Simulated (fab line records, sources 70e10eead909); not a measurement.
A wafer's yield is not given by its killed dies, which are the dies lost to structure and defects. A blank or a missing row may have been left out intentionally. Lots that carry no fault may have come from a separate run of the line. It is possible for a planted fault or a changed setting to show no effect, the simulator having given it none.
Chamber matching    flow nand harc    NHARC_P_M1_DEP_33 on pecvd-02 has 3 sister chambers
The step deposits SiCN, target thk 30 nm. 6 wafers are shown with their chamber, then 9 later ones without.

## WAFERS PAIRED WITH THEIR CHAMBERS
wafer   chamber  heater power w (W)  rf fwd power W (W)
L081.3  1        608                 449.7
L087.5  0        506                 452.2
L087.6  2        504                 449.2
L093.4  0        527                 446.9
L093.5  1        652                 449.1
L093.6  2        511                 450.0

## WAFERS WHOSE CHAMBER IS MISSING
wafer   heater power w (W)  rf fwd power W (W)
L095.1  532                 447.4
L095.4  541                 449.3
L095.6  596                 448.4
L096.2  618                 447.1
L096.5  667                 448.4
L096.6  483                 447.3
L097.2  617                 450.1
L097.3  433                 448.9
L097.5  610                 451.0

## CHAMBER TAKEN BY EACH
wafer    from the rows above       in truth
L095.1   can't be placed: 0 or 2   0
L095.4   can't be placed: 0 or 2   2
L095.6   1                         1
L096.2   1                         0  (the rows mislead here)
L096.5   1                         1
L096.6   can't be placed: 2 or 0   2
L097.2   1                         1
L097.3   can't be placed: 2 or 0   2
L097.5   1                         1
Correctly placed: 4 of 9. These rows do not allow placing 4 (true chamber among the candidates in 4). Number placed wrongly: 1.
How it was worked out, from the rows above alone: a wafer's distance from a chamber is the root of the sum, over the readings, of the square of ((its reading less the chamber's mean) divided by the reading's scatter). The wafer belongs to the nearest chamber; if the next one is less than 2 further off, it can't be placed. Each chamber's mean is taken over the wafers shown for it. The scatter is the square root of a quotient: the sum, over the shown wafers, of each reading's squared deviation from its chamber's mean, divided by wafers minus chambers.
